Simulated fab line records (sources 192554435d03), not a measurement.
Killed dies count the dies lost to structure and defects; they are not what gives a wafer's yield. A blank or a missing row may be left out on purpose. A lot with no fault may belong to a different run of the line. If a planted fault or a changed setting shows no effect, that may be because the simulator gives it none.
Which tool was responsible? | flow n5 finfet | route of 1938 steps, sampled at 1 step: 24 lots, 72 wafers

WHAT THE GAUGES SHOWED, per wafer
N5_BEOL_M4_INSPECT_30: inspects for defects (brightfield).
lot  | measured     | on                | raw defect count
L074 | day 7 15:00  | defect inspect-02 | 366 248 278
L075 | day 7 21:17  | defect inspect-01 | 478 634 680
L076 | day 7 22:44  | defect inspect-01 | 432 269 360
L077 | day 8 05:47  | defect inspect-02 | 418 287 387
L078 | day 8 08:35  | defect inspect-02 | 395 382 380
L079 | day 9 04:33  | defect inspect-01 | 408 313 367
L080 | day 9 06:59  | defect inspect-02 | 321 353 274
L081 | day 9 19:19  | defect inspect-01 | 468 516 346
L082 | day 9 23:52  | defect inspect-02 | 291 366 299
L083 | day 10 00:26 | defect inspect-01 | 361 371 351
L084 | day 10 09:55 | defect inspect-01 | 320 369 424
L085 | day 10 10:14 | defect inspect-02 | 285 402 301
L087 | day 10 12:23 | defect inspect-02 | 492 348 403
L086 | day 10 16:05 | defect inspect-01 | 374 449 304
L088 | day 11 01:32 | defect inspect-02 | 437 375 320
L089 | day 11 21:27 | defect inspect-02 | 402 467 325
L090 | day 12 07:59 | defect inspect-01 | 301 406 386
L091 | day 12 08:55 | defect inspect-02 | 355 304 347
L093 | day 12 11:49 | defect inspect-01 | 452 510 433
L092 | day 12 16:31 | defect inspect-02 | 464 505 443
L095 | day 13 02:49 | defect inspect-02 | 372 396 343
L094 | day 13 05:27 | defect inspect-02 | 430 385 394
L097 | day 13 05:43 | defect inspect-01 | 475 407 376
L096 | day 13 08:17 | defect inspect-01 | 384 487 399

EACH LOT AND THE TOOL THAT RAN IT (in order: tool; ch and the chambers of the sampled wafers; start)
The record holds no process step before these readings.

AS READ BY THE TOOLS THEMSELVES (means over the sampled wafers that have a number; for cases with no such wafer, the mark the record gives instead)
The record holds no such reading with a usual standard deviation.

THE ANSWER, worked out from the rows above alone
Rule: usual is defined by the lots themselves. Put in order of their means at a reading, lots are off if they are a third of the lots or fewer, leave a main group of 4 or more, and stand apart from it by a gap of 3 or more times the standard deviation of the main group's means; of several such gaps the widest counts. A main group whose means are all the same, to the digits that the tables above print for the reading, isn't used. Also off: a lot with no number at a reading for which 4 or more lots have one. The other lots that the step has rows for count as sound. After the gauges, taken in route order, come the tools' own readings; for these a lot's mean is taken, as printed above. The first step at which some lot is off is used, and at that step the reading that is off furthest; a lot without a number counts as furthest.
Across all readings shown, no lot is off: no conclusion can be drawn from this.

WHAT HAD BEEN PUT IN BY THE SIMULATOR
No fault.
